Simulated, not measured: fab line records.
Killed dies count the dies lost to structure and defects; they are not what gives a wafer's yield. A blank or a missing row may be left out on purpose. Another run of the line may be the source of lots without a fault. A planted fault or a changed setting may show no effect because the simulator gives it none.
3 desks looking at one fault / flow n5_finfet / numbers are kept per desk, each desk with only its own; the story behind them comes last

## THE DEFECT DESK
Inspection counts along the route, by lot: the mean over sampled wafers that carry a number. A lot is out of limits, marked OUT, if its mean lies more than 4 standard deviations from the usual mean; the brackets give that distance.
Columns: A = raw_defect_count at N5_PASSIVATION_INSPECT_64, usual 2.3
lot=L611; first seen here=day 13 13:55; A=1.3
lot=L613; first seen here=day 14 02:14; A=3.3
lot=L622; first seen here=day 16 03:03; A=1.7
lot=L624; first seen here=day 16 10:09; A=2.0
lot=L627; first seen here=day 17 05:44; A=2.0
lot=L629; first seen here=day 18 21:11; A=1.7
Result from this desk: across the 6 lots, nothing is out of limits.

## AT THE TOOL OWNER'S DESK: pecvd-02
The tool's own readings at N5_PASSIVATION_PECVD_53 (deposits SiO2 from TEOS/O2, target thk 800 nm, time 169.4 s): means of the sampled wafers that have a number, for each lot that ran on this tool. A lot is out of limits, marked OUT, if its mean lies more than 4 standard deviations from the usual mean; the brackets give that distance.
Columns: A = run_length_s at N5_PASSIVATION_PECVD_53, usual 196.8 s; B = susceptor_temp_C at N5_PASSIVATION_PECVD_53, usual 400.02 C
lot=L611; first seen here=day 13 15:44; A=196.8; B=400.07
lot=L622; first seen here=day 16 04:38; A=181.6 (-32) OUT; B=400.12
lot=L624; first seen here=day 16 11:22; A=166.8 (-64) OUT; B=399.72
This desk finds L622, L624 out of limits, L622 being first, at day 16 04:38 (run_length_s at N5_PASSIVATION_PECVD_53). L611: within limits.

## FROM THE METROLOGY DESK
Lot by lot, what the gauges showed, no matter which tool ran the lot: averages of those sampled wafers that carry a number. A lot is out of limits, marked OUT, if its mean lies more than 4 standard deviations from the usual mean; the brackets give that distance.
Columns: A = cd_nm at N5_PASSIVATION_CD_MEAS_30, usual 4000.4 nm; B = PAD_OVL at N5_PASSIVATION_OVL_MEAS_63, usual 3 nm
lot=L611; first seen here=day 13 13:52; A=4000.4; B=3
lot=L613; first seen here=day 14 02:11; A=3999.6; B=-2
lot=L622; first seen here=day 16 03:00; A=4000.7; B=2
lot=L624; first seen here=day 16 10:06; A=3999.8; B=9
lot=L627; first seen here=day 17 05:41; A=3999.9; B=3
lot=L629; first seen here=day 18 21:08; A=4001.2; B=-6
Result from this desk: across the 6 lots, nothing is out of limits.

## BROUGHT TOGETHER
On L622, L624, at day 16 04:38, an alarm was possible from the tool owner's desk.
No out-of-limits result turned up at the defect desk.
At the metrology desk, nothing out of limits was observed.
The defect desk has L622, L624 on record, within its limits.
The metrology desk has L622, L624 on record, within its limits.
The lots listed all ran N5_PASSIVATION_PECVD_53 on pecvd-02.

## WHAT THE SIMULATOR PUT IN
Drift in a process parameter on pecvd-02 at N5_PASSIVATION_PECVD_53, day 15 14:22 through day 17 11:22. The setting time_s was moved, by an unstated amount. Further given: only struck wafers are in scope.
Lots struck among those shown: L622, L624.
Time in hours from fault onset to the first out-of-limits reading at each desk: the tool owner's desk, 14.
